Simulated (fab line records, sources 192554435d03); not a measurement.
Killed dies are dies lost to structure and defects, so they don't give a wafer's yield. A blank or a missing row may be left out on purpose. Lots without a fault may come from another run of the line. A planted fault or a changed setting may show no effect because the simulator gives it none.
Split-lot experiment | flow n5_finfet | 7 lots, 39 wafers read, on a route of 1938 steps

THE SPLIT
At N5_DUMMY_GATE_ETCH_31 (etches SiO2 in C4F6/O2, target depth 82.5 nm, time 27.5 s), the setting target_depth_a was moved away from the recipe's 825 angstrom on 12 of the 39 wafers read, by -11.0% to +6.8%. The other wafers ran this setting at the recipe's value.

The reading is taken at the split's own step.

THE READING
etch.depth_nm (the simulator's own value, which no gauge read), in nm, at N5_DUMMY_GATE_ETCH_31 (etches SiO2 in C4F6/O2, target depth 82.5 nm, time 27.5 s). The file gives no usual value for it. The 27 wafers here that ran the recipe average 82.17 nm, standard deviation 1.2 nm.

wafer  | tool, chamber at the split | target_depth_a as run, angstrom | against the recipe | etch.depth_nm, nm | against lot-mates on the recipe
L078.1 | rie_diel-06, 1             | 825                             | recipe             | 82.39             | -
L078.2 | rie_diel-06, 3             | 765.1                           | -7.3%              | 74.54             | -7.76
L078.3 | rie_diel-06, 2             | 765.1                           | -7.3%              | 77.6              | -4.70
L078.4 | rie_diel-06, 0             | 825                             | recipe             | 82.12             | -
L078.5 | rie_diel-06, 3             | 765.1                           | -7.3%              | 75.59             | -6.71
L078.6 | rie_diel-06, 0             | 825                             | recipe             | 82.38             | -
L079.1 | rie_diel-05, 0             | 825                             | recipe             | 83.71             | -
L079.2 | rie_diel-05, 3             | 825                             | recipe             | 81.24             | -
L079.3 | rie_diel-05, 2             | 880.8                           | +6.8%              | 92.1              | +9.00
L079.4 | rie_diel-05, 1             | 825                             | recipe             | 84.36             | -
L079.5 | rie_diel-05, 2             | 880.8                           | +6.8%              | 92.86             | +9.76
L079.6 | rie_diel-05, 3             | 880.8                           | +6.8%              | 86.78             | +3.68
L081.1 | rie_diel-06, 0             | 825                             | recipe             | 81.5              | -
L081.2 | rie_diel-06, 3             | 825                             | recipe             | 80.87             | -
L081.3 | rie_diel-06, 2             | 825                             | recipe             | 82.62             | -
L081.4 | rie_diel-06, 1             | 825                             | recipe             | 81.38             | -
L081.5 | rie_diel-06, 2             | 825                             | recipe             | 82.92             | -
L081.6 | rie_diel-06, 1             | 825                             | recipe             | 82.88             | -
L084.1 | rie_diel-03, 2             | 825                             | recipe             | 79.53             | -
L084.2 | rie_diel-03, 1             | 734.4                           | -11.0%             | 71.91             | -8.55
L084.3 | rie_diel-03, 0             | 734.4                           | -11.0%             | 74.45             | -6.01
L084.4 | rie_diel-03, 3             | 825                             | recipe             | 81.02             | -
L084.5 | rie_diel-03, 3             | 825                             | recipe             | 80.82             | -
L084.6 | rie_diel-03, 0             | 734.4                           | -11.0%             | 73.68             | -6.78
L085.2 | rie_diel-03, 0             | 825                             | recipe             | 83.18             | -
L085.5 | rie_diel-03, 0             | 825                             | recipe             | 82.74             | -
L085.6 | rie_diel-03, 3             | 825                             | recipe             | 80.43             | -
L087.1 | rie_diel-06, 3             | 825                             | recipe             | 81.47             | -
L087.2 | rie_diel-06, 1             | 788.3                           | -4.4%              | 79.17             | -3.39
L087.3 | rie_diel-06, 0             | 825                             | recipe             | 81.83             | -
L087.4 | rie_diel-06, 2             | 825                             | recipe             | 84.38             | -
L087.5 | rie_diel-06, 1             | 788.3                           | -4.4%              | 79.44             | -3.12
L087.6 | rie_diel-06, 2             | 788.3                           | -4.4%              | 80.63             | -1.93
L097.1 | rie_diel-06, 3             | 825                             | recipe             | 80.55             | -
L097.2 | rie_diel-06, 2             | 825                             | recipe             | 83.86             | -
L097.3 | rie_diel-06, 0             | 825                             | recipe             | 81.27             | -
L097.4 | rie_diel-06, 1             | 825                             | recipe             | 82.68             | -
L097.5 | rie_diel-06, 1             | 825                             | recipe             | 83.16             | -
L097.6 | rie_diel-06, 2             | 825                             | recipe             | 83.2              | -

THE FIT
A straight line over all 39 wafers: etch.depth_nm changes by +0.906 nm for each +1% of target_depth_a; r = +0.92; the points scatter about the line by 1.6 nm.
The same after taking each lot's own level away (the mean of its wafers on the recipe; 39 wafers): +0.806 nm for each +1%; r = +0.92; scatter 1.5 nm.
On that fit, the largest move of target_depth_a shifts the reading by 8.8 nm.
The lots' own levels span 80.457 to 83.103 nm, that is 2.2 times the standard deviation above.
So the lot-to-lot level changes the slope: the two fits differ.
Check: with one of the wafers moved furthest among these (-11.0%) left out of the fit, the line predicts -8.54 nm for it against its lot-mates. It came out at -8.55 nm against them.

OTHER SPLITS ON THESE WAFERS
These wafers also went through other splits before the reading. Each is held against what the fit with the lots' levels taken away leaves over:
other split on the same wafers             | wafers away from the commonest value | r with etch.depth_nm (lot level and that fit taken away)
N5_WELL_APT_IMPLANT_14 energy_kev          | 15                                   | -0.01
N5_FIN_SAQP_MANDREL_ETCH_22 target_depth_a | 15                                   | +0.11
N5_DUMMY_GATE_ETCH_37 source_w             | 9                                    | +0.01

THE FILE'S OWN FIT
etch.depth_nm changes by +0.785 nm for each +1% of target_depth_a, r = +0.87.
